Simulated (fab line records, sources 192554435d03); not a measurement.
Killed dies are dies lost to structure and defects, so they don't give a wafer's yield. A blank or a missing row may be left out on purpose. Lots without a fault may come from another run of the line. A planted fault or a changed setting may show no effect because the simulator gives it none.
Which tool did it? | flow n5_finfet | 11 lots, 33 wafers sampled, at 1 step of a route of 1938

WHAT THE GAUGES READ, wafer by wafer
N5_HKMG_FIN_INSPECT_61: inspects for defects (macro).
lot  | measured    | on                | raw_defect_count
L118 | day 4 13:35 | defect_inspect-02 | 1 1 2
L119 | day 4 18:25 | defect_inspect-02 | 2 0 4
L120 | day 5 00:40 | defect_inspect-02 | 3 2 1
L123 | day 5 20:42 | defect_inspect-01 | 2 2 2
L125 | day 6 07:59 | defect_inspect-02 | 3 0 1
L129 | day 7 08:23 | defect_inspect-01 | 2 5 0
L133 | day 8 06:10 | defect_inspect-01 | 0 1 2
L134 | day 8 11:29 | defect_inspect-01 | 0 1 1
L135 | day 8 20:19 | defect_inspect-01 | 4 5 1
L136 | day 9 04:02 | defect_inspect-02 | 3 2 1
L139 | day 9 21:50 | defect_inspect-01 | 5 0 4

WHICH TOOL RAN EACH LOT (tool, then ch and the chambers of the sampled wafers, then the start)
The record holds no process step before these readings.

THE ANSWER, worked out from the rows above alone
Rule: what is usual is taken from the lots themselves. Put in order of their means at a reading, lots are off if they are a third of the lots or fewer, leave a main group of 4 or more, and stand apart from it by a gap of 3 or more times the standard deviation of the main group's means; of several such gaps the widest counts. A main group whose means are all the same, to the digits that the tables above print for the reading, isn't used. A lot without any number at a reading at which 4 lots or more have one is off too. The other lots that the step has rows for count as sound.
No lot is off at any reading shown: from this, nothing can be told.

WHAT THE SIMULATOR HAD PUT IN
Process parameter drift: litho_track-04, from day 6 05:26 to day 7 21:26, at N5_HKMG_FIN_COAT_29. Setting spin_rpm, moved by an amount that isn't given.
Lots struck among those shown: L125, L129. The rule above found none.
